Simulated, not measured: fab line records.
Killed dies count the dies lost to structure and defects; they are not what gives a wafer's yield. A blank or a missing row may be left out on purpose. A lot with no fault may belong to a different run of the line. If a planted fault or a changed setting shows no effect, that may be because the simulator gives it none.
Matching of chambers || flow n5 finfet || N5_BEOL_M4_STRIP_66 on rie diel-04: 4 sister chambers
The step strips in CF4. 16 wafers are shown with their chamber, then 8 later ones without.

## WAFERS PAIRED WITH THEIR CHAMBERS
{"wafer": "L076.4", "chamber": 0, "drypump motor current A (A)": 5.5, "showerhead plenum p Torr (Torr)": 1.83, "throttle valve pct (%)": 13.60}
{"wafer": "L076.5", "chamber": 1, "drypump motor current A (A)": 4.7, "showerhead plenum p Torr (Torr)": 1.78, "throttle valve pct (%)": 13.93}
{"wafer": "L076.6", "chamber": 0, "drypump motor current A (A)": 5.5, "showerhead plenum p Torr (Torr)": 1.83, "throttle valve pct (%)": 13.58}
{"wafer": "L079.4", "chamber": 0, "drypump motor current A (A)": 5.5, "showerhead plenum p Torr (Torr)": 1.83, "throttle valve pct (%)": 13.61}
{"wafer": "L079.5", "chamber": 0, "drypump motor current A (A)": 5.5, "showerhead plenum p Torr (Torr)": 1.83, "throttle valve pct (%)": 13.60}
{"wafer": "L079.6", "chamber": 1, "drypump motor current A (A)": 4.8, "showerhead plenum p Torr (Torr)": 1.78, "throttle valve pct (%)": 13.95}
{"wafer": "L080.1", "chamber": 3, "drypump motor current A (A)": 5.4, "showerhead plenum p Torr (Torr)": 1.81, "throttle valve pct (%)": 13.64}
{"wafer": "L080.3", "chamber": 0, "drypump motor current A (A)": 5.5, "showerhead plenum p Torr (Torr)": 1.82, "throttle valve pct (%)": 13.61}
{"wafer": "L080.4", "chamber": 2, "drypump motor current A (A)": 5.7, "showerhead plenum p Torr (Torr)": 1.83, "throttle valve pct (%)": 13.67}
{"wafer": "L085.1", "chamber": 2, "drypump motor current A (A)": 5.7, "showerhead plenum p Torr (Torr)": 1.83, "throttle valve pct (%)": 13.70}
{"wafer": "L085.2", "chamber": 1, "drypump motor current A (A)": 4.8, "showerhead plenum p Torr (Torr)": 1.78, "throttle valve pct (%)": 13.96}
{"wafer": "L085.4", "chamber": 0, "drypump motor current A (A)": 5.5, "showerhead plenum p Torr (Torr)": 1.82, "throttle valve pct (%)": 13.63}
{"wafer": "L087.3", "chamber": 2, "drypump motor current A (A)": 5.6, "showerhead plenum p Torr (Torr)": 1.83, "throttle valve pct (%)": 13.71}
{"wafer": "L087.5", "chamber": 3, "drypump motor current A (A)": 5.4, "showerhead plenum p Torr (Torr)": 1.81, "throttle valve pct (%)": 13.67}
{"wafer": "L087.6", "chamber": 0, "drypump motor current A (A)": 5.5, "showerhead plenum p Torr (Torr)": 1.82, "throttle valve pct (%)": 13.65}
{"wafer": "L089.1", "chamber": 2, "drypump motor current A (A)": 5.7, "showerhead plenum p Torr (Torr)": 1.82, "throttle valve pct (%)": 13.73}

SIGNATURES, as means of the wafers listed above
{"reading": "drypump motor current A", "chamber 0": 5.500, "chamber 1": 4.767, "chamber 2": 5.675, "chamber 3": 5.400, "scatter within a chamber": 0.0344}
{"reading": "showerhead plenum p Torr", "chamber 0": 1.8257, "chamber 1": 1.7800, "chamber 2": 1.8275, "chamber 3": 1.8100, "scatter within a chamber": 0.00453}
{"reading": "throttle valve pct", "chamber 0": 13.6114, "chamber 1": 13.9467, "chamber 2": 13.7025, "chamber 3": 13.6550, "scatter within a chamber": 0.0221}
Rule: for a wafer and a chamber, the distance is found by dividing, reading by reading, the gap between the wafer's reading and the chamber's mean by the reading's scatter, squaring, summing and taking the root. If the next closest chamber is less than 2 further off than the closest, the wafer can't be placed; otherwise it belongs to the closest. The scatter is the square root of a quotient: the sum, over the shown wafers, of each reading's squared deviation from its chamber's mean, divided by wafers minus chambers.

## WAFERS WHOSE CHAMBER IS MISSING
{"wafer": "L089.4", "drypump motor current A (A)": 5.5, "showerhead plenum p Torr (Torr)": 1.82, "throttle valve pct (%)": 13.67}
{"wafer": "L089.6", "drypump motor current A (A)": 5.4, "showerhead plenum p Torr (Torr)": 1.80, "throttle valve pct (%)": 13.69}
{"wafer": "L091.3", "drypump motor current A (A)": 5.5, "showerhead plenum p Torr (Torr)": 1.82, "throttle valve pct (%)": 13.65}
{"wafer": "L091.4", "drypump motor current A (A)": 5.4, "showerhead plenum p Torr (Torr)": 1.80, "throttle valve pct (%)": 13.69}
{"wafer": "L091.6", "drypump motor current A (A)": 5.6, "showerhead plenum p Torr (Torr)": 1.82, "throttle valve pct (%)": 13.74}
{"wafer": "L095.2", "drypump motor current A (A)": 5.4, "showerhead plenum p Torr (Torr)": 1.80, "throttle valve pct (%)": 13.69}
{"wafer": "L095.3", "drypump motor current A (A)": 4.7, "showerhead plenum p Torr (Torr)": 1.77, "throttle valve pct (%)": 13.44}
{"wafer": "L095.6", "drypump motor current A (A)": 5.4, "showerhead plenum p Torr (Torr)": 1.80, "throttle valve pct (%)": 13.69}

## WHICH CHAMBER EACH WENT THROUGH
{"wafer": "L089.4", "from the rows above": "can't be placed: 0 or 3", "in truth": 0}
{"wafer": "L089.6", "from the rows above": 3, "in truth": 3}
{"wafer": "L091.3", "from the rows above": "can't be placed: 0 or 3", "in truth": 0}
{"wafer": "L091.4", "from the rows above": 3, "in truth": 3}
{"wafer": "L091.6", "from the rows above": 2, "in truth": 2}
{"wafer": "L095.2", "from the rows above": 3, "in truth": 3}
{"wafer": "L095.3", "from the rows above": "can't be placed: 1 or 3", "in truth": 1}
{"wafer": "L095.6", "from the rows above": 3, "in truth": 3}
5 of 8 placed correctly. These rows do not allow placing 3 (true chamber among the candidates in 3). Wrongly placed: 0.
